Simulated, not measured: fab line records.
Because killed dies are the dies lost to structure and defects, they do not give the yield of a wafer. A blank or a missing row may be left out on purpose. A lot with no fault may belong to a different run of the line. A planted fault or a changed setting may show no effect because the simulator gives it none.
Matching of chambers || flow n5-finfet || 4 sister chambers for N5_MOL_CONTACT_COAG_ETCH_106 on rie-diel-01
The step etches SOC in N2/H2, target depth 80 nm, overetch 16 nm, time 120 s. 8 wafers are shown with their chamber, then 11 later ones without.

## WAFERS WITH THEIR CHAMBER
{"wafer": "L082.2", "chamber": 3, "drypump-motor-current-A (A)": 5.4, "oes-product-au (a.u.)": 0.65}
{"wafer": "L084.1", "chamber": 3, "drypump-motor-current-A (A)": 5.4, "oes-product-au (a.u.)": 0.65}
{"wafer": "L084.6", "chamber": 1, "drypump-motor-current-A (A)": 5.3, "oes-product-au (a.u.)": 0.77}
{"wafer": "L085.6", "chamber": 0, "drypump-motor-current-A (A)": 6.4, "oes-product-au (a.u.)": 0.73}
{"wafer": "L089.2", "chamber": 2, "drypump-motor-current-A (A)": 4.9, "oes-product-au (a.u.)": 0.66}
{"wafer": "L089.3", "chamber": 1, "drypump-motor-current-A (A)": 5.3, "oes-product-au (a.u.)": 0.76}
{"wafer": "L089.4", "chamber": 0, "drypump-motor-current-A (A)": 6.4, "oes-product-au (a.u.)": 0.72}
{"wafer": "L093.1", "chamber": 2, "drypump-motor-current-A (A)": 5.0, "oes-product-au (a.u.)": 0.64}

## WAFERS WITHOUT THEIR CHAMBER
{"wafer": "L093.2", "drypump-motor-current-A (A)": 5.3, "oes-product-au (a.u.)": 0.63}
{"wafer": "L093.4", "drypump-motor-current-A (A)": 5.2, "oes-product-au (a.u.)": 0.75}
{"wafer": "L095.1", "drypump-motor-current-A (A)": 5.4, "oes-product-au (a.u.)": 0.63}
{"wafer": "L095.2", "drypump-motor-current-A (A)": 4.9, "oes-product-au (a.u.)": 0.64}
{"wafer": "L095.3", "drypump-motor-current-A (A)": 5.2, "oes-product-au (a.u.)": 0.75}
{"wafer": "L095.4", "drypump-motor-current-A (A)": 6.4, "oes-product-au (a.u.)": 0.71}
{"wafer": "L095.5", "drypump-motor-current-A (A)": 5.2, "oes-product-au (a.u.)": 0.74}
{"wafer": "L095.6", "drypump-motor-current-A (A)": 4.9, "oes-product-au (a.u.)": 0.65}
{"wafer": "L096.2", "drypump-motor-current-A (A)": 5.0, "oes-product-au (a.u.)": 0.65}
{"wafer": "L096.3", "drypump-motor-current-A (A)": 5.2, "oes-product-au (a.u.)": 0.74}
{"wafer": "L096.4", "drypump-motor-current-A (A)": 5.3, "oes-product-au (a.u.)": 0.63}

## WHICH CHAMBER EACH ONE RAN IN
{"wafer": "L093.2", "from the rows above": 3, "in truth": 3}
{"wafer": "L093.4", "from the rows above": 1, "in truth": 1}
{"wafer": "L095.1", "from the rows above": 3, "in truth": 3}
{"wafer": "L095.2", "from the rows above": 2, "in truth": 2}
{"wafer": "L095.3", "from the rows above": 1, "in truth": 1}
{"wafer": "L095.4", "from the rows above": 0, "in truth": 0}
{"wafer": "L095.5", "from the rows above": 1, "in truth": 1}
{"wafer": "L095.6", "from the rows above": 2, "in truth": 2}
{"wafer": "L096.2", "from the rows above": 2, "in truth": 2}
{"wafer": "L096.3", "from the rows above": 1, "in truth": 1}
{"wafer": "L096.4", "from the rows above": 3, "in truth": 3}
11 of 11 placed correctly. Can't be placed from these rows: 0. Placed wrongly: 0.
How it was worked out, from the rows above alone: a wafer's distance from a chamber is the root of the sum, over the readings, of the square of ((its reading less the chamber's mean) divided by the reading's scatter). If the next closest chamber is less than 2 further off than the closest, the wafer can't be placed; otherwise it belongs to the closest. Each chamber's mean is taken over the wafers shown for it. The scatter is the square root of a quotient: the sum, over the shown wafers, of each reading's squared deviation from its chamber's mean, divided by wafers minus chambers.
